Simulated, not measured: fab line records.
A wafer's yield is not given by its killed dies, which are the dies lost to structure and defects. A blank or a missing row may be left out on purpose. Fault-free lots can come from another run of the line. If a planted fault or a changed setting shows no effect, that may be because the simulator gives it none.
Comparing a struck lot with a sound one :: flow n5 finfet :: 18 out of 1938 route steps
Sound: the wafers L420.2, L420.3, L420.5. The struck wafers were L433.4, L433.5, L433.6. The cause is given at the end.
For every step that has rows: the tool of each side, followed by ch and its chambers, followed by its first start. Under that, the readings that differ: sound wafers :: struck wafers :: difference of the means :: sigmas: that difference in standard deviations of wafers without a fault.
alike: same words and numbers on both sides, and readings whose means sit less than 2 such deviations apart. not compared: any withheld reading, any reading some wafer has no value for, any bound like >300 that may hide the same value, and any number with overlapping values for which the record gives no deviation.
The two part at a step that has a row with sigmas, a row that says differs or no value, or rows on one side only. Numbers that have no deviation but don't overlap get no sigmas and don't part them. A reading that every wafer of one side lacks parts them only if that side has two wafers or more.

N5_START_INSPECT_01: inspects for defects (unpatterned scan).
  sound on defect inspect-01, day 3 12:02; struck on defect inspect-01, day 6 18:02
  alike: raw defect count
then, 2 steps without rows for these wafers: N5_ZERO_LAYER_PRECLEAN_00 (cleans in SPM, time 600 s); N5_ZERO_LAYER_SRD_01 (time 30 s, dry time 30 s).
N5_ZERO_LAYER_PECVD_02: deposits SiO2 from SiH4/N2O, target thk 10 nm, time 6 s.
  sound on pecvd-03 ch 0,1, day 3 12:17; struck on pecvd-03 ch 0,1,2, day 6 18:19
  alike: chamber pressure Torr, heater power w, showerhead plenum p Torr
then, 4 steps without rows for these wafers: N5_ZERO_LAYER_HMDS_04 (time 60 s); N5_ZERO_LAYER_COAT_05 (resist thk 1000 nm); N5_ZERO_LAYER_EBR_07; N5_ZERO_LAYER_SOFTBAKE_06 (time 90 s).
N5_ZERO_LAYER_EXPOSE_08: exposes mask ZERO, defocus 0 nm, target cd 2000 nm.
  sound on krf scanner-01 ch 0, day 3 12:30; struck on krf scanner-01 ch 0, day 6 18:29
reading: exposure dose mJ cm2
sound: 16.167 16.173 16.196
struck: 15.315 15.333 15.333
difference: -0.852
sigmas: -57
  alike: mask
then, 3 steps without rows for these wafers: N5_ZERO_LAYER_PEB_09; N5_ZERO_LAYER_DEVELOP_10 (develop time 60 s); N5_ZERO_LAYER_HARDBAKE_23 (time 120 s).
N5_ZERO_LAYER_CD_MEAS_11 targets a cd of 2000 nm.
  sound on cd sem-02 ch 0, day 3 12:40; struck on cd sem-02 ch 0, day 6 18:39
reading: cd nm (nm)
sound: 1998.7 1998.7 1998.5
struck: 1989.9 1990.1 1990.5
difference: -8.5
sigmas: -5
N5_ZERO_LAYER_DESCUM_16: chemistry O2, time 7.9 s.
  sound on rie diel-04 ch 2,3, day 3 12:43; struck on rie diel-05 ch 0,1,2, day 6 18:41
reading: model.ZERO_LAYER.cd nm (nm)
sound: 1999 1998 1999
struck: 1990 1990 1990
difference: -9
sigmas: 
  alike: drypump motor current A, oes product au, rf vpp V, showerhead plenum p Torr, throttle valve pct
  not compared: rf hours counter h
N5_ZERO_LAYER_ETCH_17: etches SiO2 in CF4, target depth 12 nm, time 13.3 s.
  sound on rie diel-04 ch 2,3, day 3 12:45; struck on rie diel-05 ch 0,1,2, day 6 18:43
  alike: drypump motor current A, oes product au, rf vpp V, showerhead plenum p Torr, throttle valve pct
  not compared: rf hours counter h
N5_ZERO_LAYER_ETCH_18: etches Si in HBr/Cl2, target depth 120 nm, time 40 s.
  sound on rie si-04 ch 1,2,3, day 3 12:49; struck on rie si-04 ch 0,1,2, day 6 18:50
reading: model.ZERO_LAYER.cd nm (nm)
sound: 1999 1998 1999
struck: 1990 1990 1990
difference: -9
sigmas: 
  alike: drypump motor current A, oes product au, throttle valve pct
  not compared: rf hours counter h
N5_ZERO_LAYER_STRIP_24: strips in O2.
  sound on plasma asher-02 ch 0,1, day 3 12:56; struck on plasma asher-01 ch 0,1, day 6 18:55
  alike: drypump motor current A, heater power w, oes product au, strip time to endpoint s
  not compared: rf hours counter h
-- here the record skips 6 days between the struck wafers' starts before and after, leaving off in module ZERO_LAYER and picking up in module BEOL_M4 (first step shown: number 1111 of the route) --
N5_BEOL_M4_RC_MEAS_101:
  sound on prober-02 ch 0, day 9 20:08; struck on prober-02 ch 0, day 13 00:36
  alike: DIBL_N, DIBL_P, IOFF_N, IOFF_P, ION_N, ION_P, SS_N, SS_P, VT_N, VT_P

WHERE THEY PART
Last at N5_ZERO_LAYER_CD_MEAS_11 as far as this record goes, first at N5_ZERO_LAYER_EXPOSE_08. Later steps at which nothing parts them and some readings are alike: N5_ZERO_LAYER_DESCUM_16, N5_ZERO_LAYER_ETCH_17, N5_ZERO_LAYER_ETCH_18, N5_ZERO_LAYER_STRIP_24, N5_BEOL_M4_RC_MEAS_101.

WHY: whatever the simulator had introduced
Process parameters drifting: krf scanner-01 at N5_ZERO_LAYER_EXPOSE_08, beginning at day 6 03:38. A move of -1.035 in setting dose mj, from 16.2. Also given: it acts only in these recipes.
